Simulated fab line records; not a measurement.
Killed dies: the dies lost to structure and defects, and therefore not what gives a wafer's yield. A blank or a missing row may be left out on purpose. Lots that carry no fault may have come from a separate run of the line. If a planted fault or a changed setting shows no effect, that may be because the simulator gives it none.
A struck lot beside a sound one    flow nand_harc    15 steps out of a route of 1159
Sound: the wafers L957.2, L957.3, L957.4. Wafers struck: L965.1, L965.2, L965.6. The cause comes at the end.
Order at every step that has rows: each side's tool, ch and its chambers, its first start. Under that, the readings that differ: sound wafers    struck wafers    difference of the means    sigmas: that difference in standard deviations of wafers without a fault.
alike: a reading whose means differ by less than 2 such deviations, as well as words and numbers matching on both sides. not compared: withheld readings; readings where some wafer has no value; bounds like >300 that might hide an equal value; numbers whose values overlap and for which the record gives no deviation.
The two part at a step that has a row with sigmas, a row that says differs or no value, or rows on one side only. Numbers that don't overlap but have no deviation are shown without sigmas and don't part them. A reading missing from all wafers of one side parts the sides only when that side holds two or more wafers.

first, 1 step without rows for these wafers: NHARC_P_STI_HARDBAKE_13 (time 65 s).
NHARC_P_STI_DESCUM_14: chemistry O2, time 3 s.
  sound on rie_diel-12 ch 0,2,3, day 3 09:19; struck on rie_diel-12 ch 0,1,3, day 5 13:17
  alike: drypump_motor_current_A, o2_flow_sccm, oes_product_au, rf_vpp_V, showerhead_plenum_p_Torr, throttle_valve_pct
  not compared: rf_hours_counter_h
NHARC_P_STI_ETCH_42: etches the open film in N2/H2, target depth 80 nm, overetch 24 nm, time 61 s.
  sound on rie_diel-12 ch 0,1,2, day 3 09:25; struck on rie_diel-12 ch 1,3, day 5 13:22
  alike: bias_w, drypump_motor_current_A, h2_flow_sccm, oes_product_au, rf_vpp_V, showerhead_plenum_p_Torr, throttle_valve_pct
  not compared: rf_hours_counter_h
NHARC_P_STI_ETCH_31: etches the open film in CF4/CHF3, target depth 108.9 nm, time 54.5 s.
  sound: rie_diel-12 ch 0,1,3; struck: rie_diel-12 ch 0,2,3
reading                sound              struck             difference  sigmas
oes_product_au (a.u.)  0.972 0.970 0.989  0.937 0.926 0.917  -0.050      -3
  alike: bias_w, drypump_motor_current_A, rf_vpp_V, showerhead_plenum_p_Torr, throttle_valve_pct
  not compared: rf_hours_counter_h
NHARC_P_STI_ETCH_15: etches the open film in HBr/Cl2, target depth 300 nm, time 100.1 s.
  sound on rie_si-06 ch 0,2,3, day 3 09:36; struck on rie_si-02 ch 0,2, day 5 13:32
  alike: bias_w, drypump_motor_current_A, hbr_flow_sccm, oes_product_au, throttle_valve_pct
  not compared: rf_hours_counter_h
NHARC_P_STI_CD_MEAS_16:
  sound on cd_sem-01 at day 3 09:46; struck on cd_sem-03 at day 5 13:43
  alike: cd_nm
NHARC_P_STI_OCD_MEAS_17:
  sound on ocd-02 at day 3 09:51; struck on ocd-01 at day 5 13:48
  alike: trench_depth_nm, trench_foot_cd_nm
then, 3 steps without rows for these wafers: NHARC_P_STI_STRIP_19 (strips in SPM, time 900 s); NHARC_P_STI_PRECLEAN_32 (cleans in SC1); NHARC_P_STI_SRD_23.
NHARC_P_STI_OCD_MEAS_43:
  sound on ocd-02 at day 3 10:21; struck on ocd-01 at day 5 14:18
  alike: trench_depth_nm, trench_foot_cd_nm
then, 1 step without rows for these wafers: NHARC_P_STI_OXIDE_33 (material SiO2, target thk 10 nm, ox time 281 s).
NHARC_P_STI_HDPCVD_20: deposits SiO2.
  sound on hdpcvd-01 ch 0,1, day 3 21:10; struck on hdpcvd-01 ch 0,1, day 6 05:56
then, 2 steps without rows for these wafers: NHARC_P_STI_ANNEAL_34 (time 1800 s); NHARC_END_SORT_01.

WHERE THEY PART
At NHARC_P_STI_ETCH_31 and nowhere else, as far as this record goes. Later steps at which nothing parts them and some readings are alike: NHARC_P_STI_ETCH_15, NHARC_P_STI_CD_MEAS_16, NHARC_P_STI_OCD_MEAS_17, NHARC_P_STI_OCD_MEAS_43.

WHY: the cause the simulator had injected
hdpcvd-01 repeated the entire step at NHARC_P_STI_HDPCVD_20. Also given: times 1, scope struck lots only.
